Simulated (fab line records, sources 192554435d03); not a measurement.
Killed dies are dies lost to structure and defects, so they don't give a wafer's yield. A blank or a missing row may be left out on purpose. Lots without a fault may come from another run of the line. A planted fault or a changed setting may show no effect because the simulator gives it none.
Split-lot experiment | flow n5_finfet | 4 lots, 21 wafers read, on a route of 1938 steps

THE SPLIT
At N5_BEOL_M1_COAT_05 (resist thk 30 nm), the setting spin_rpm was moved away from the recipe's 1500 rpm on 6 of the 21 wafers read, by -5.9% to +8.7%. The other wafers ran this setting at the recipe's value.

FROM THE SPLIT TO THE READING: what the file shows between them, 4 steps
- N5_BEOL_M1_EBR_07
- N5_BEOL_M1_SOFTBAKE_06: time 60 s
- N5_BEOL_M1_EXPOSE_08: exposes mask M1
- N5_BEOL_M1_PEB_09: peb time 60 s

THE READING
CAR-EUV_of_BEOL_M1_COAT_05.thk_nm (the simulator's own value, which no gauge read), in nm, at N5_BEOL_M1_DEVELOP_10 (develop time 30 s). The file gives no usual value for it. The 15 wafers here that ran the recipe average 29.6 nm, standard deviation 0.1 nm.

wafer  | tool, chamber at the split | spin_rpm as run, rpm | against the recipe | CAR-EUV_of_BEOL_M1_COAT_05.thk_nm, nm | against lot-mates on the recipe
L077.1 | litho_track-03, 0          | 1630                 | +8.7%              | 28.2                                  | -1.4
L077.4 | litho_track-03, 0          | 1630                 | +8.7%              | 28.2                                  | -1.4
L077.2 | litho_track-03, 0          | 1500                 | recipe             | 29.6                                  | -
L077.3 | litho_track-03, 0          | 1500                 | recipe             | 29.6                                  | -
L077.5 | litho_track-03, 0          | 1500                 | recipe             | 29.6                                  | -
L077.6 | litho_track-03, 0          | 1630                 | +8.7%              | 28.4                                  | -1.2
L083.4 | litho_track-05, 0          | 1500                 | recipe             | 29.6                                  | -
L083.6 | litho_track-05, 0          | 1500                 | recipe             | 29.6                                  | -
L083.5 | litho_track-05, 0          | 1500                 | recipe             | 29.4                                  | -
L084.1 | litho_track-03, 0          | 1412                 | -5.9%              | 30.6                                  | +0.8
L084.4 | litho_track-03, 0          | 1412                 | -5.9%              | 30.6                                  | +0.8
L084.6 | litho_track-03, 0          | 1412                 | -5.9%              | 30.6                                  | +0.8
L084.2 | litho_track-03, 0          | 1500                 | recipe             | 29.8                                  | -
L084.3 | litho_track-03, 0          | 1500                 | recipe             | 29.8                                  | -
L084.5 | litho_track-03, 0          | 1500                 | recipe             | 29.8                                  | -
L089.1 | litho_track-02, 0          | 1500                 | recipe             | 29.6                                  | -
L089.2 | litho_track-02, 0          | 1500                 | recipe             | 29.6                                  | -
L089.3 | litho_track-02, 0          | 1500                 | recipe             | 29.6                                  | -
L089.4 | litho_track-02, 0          | 1500                 | recipe             | 29.6                                  | -
L089.5 | litho_track-02, 0          | 1500                 | recipe             | 29.6                                  | -
L089.6 | litho_track-02, 0          | 1500                 | recipe             | 29.6                                  | -

THE FIT
A straight line over all 21 wafers: CAR-EUV_of_BEOL_M1_COAT_05.thk_nm changes by -0.16 nm for each +1% of spin_rpm; r = -0.99; the points scatter about the line by 0.097 nm.
The same after taking each lot's own level away (the mean of its wafers on the recipe; 21 wafers): -0.148 nm for each +1%; r = -1.00; scatter 0.06 nm.
On that fit, the largest move of spin_rpm shifts the reading by 1.3 nm.
The lots' own levels span 29.53 to 29.80 nm, that is 2.7 times the standard deviation above.
So the lot-to-lot level changes the slope little: the two slopes agree.
Check: with one of the wafers moved furthest among these (+8.7%) left out of the fit, the line predicts -1.26 nm for it against its lot-mates. It came out at -1.4 nm against them.

OTHER SPLITS ON THESE WAFERS
These wafers also went through other splits before the reading. Each is held against what the fit with the lots' levels taken away leaves over:
other split on the same wafers        | wafers away from the commonest value | r with CAR-EUV_of_BEOL_M1_COAT_05.thk_nm (lot level and that fit taken away)
N5_MOL_CONTACT_COAG_EXPOSE_37 dose_mj | 9                                    | -0.39
N5_BEOL_M0_SAQP_PECVD_96 time_s       | 9                                    | -0.09
N5_BEOL_M0_ETCH_138 source_w          | 6                                    | +0.28

THE WHOLE CHAIN: every reading that the file lists as answering this split, in the file's order
step                  | what it does      | reading                                                                            | change (the file's fit)               | r (the file's)
N5_BEOL_M1_COAT_05    | resist thk 30 nm  | CAR-EUV_of_BEOL_M1_COAT_05.thk_nm (the simulator's own value, which no gauge read) | -0.141 nm for each +1% of the setting | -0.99
N5_BEOL_M1_DEVELOP_10 | develop time 30 s | CAR-EUV_of_BEOL_M1_COAT_05.thk_nm (the simulator's own value, which no gauge read) | -0.148 nm for each +1% of the setting | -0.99

THE FILE'S OWN FIT
CAR-EUV_of_BEOL_M1_COAT_05.thk_nm changes by -0.148 nm for each +1% of spin_rpm, r = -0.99.
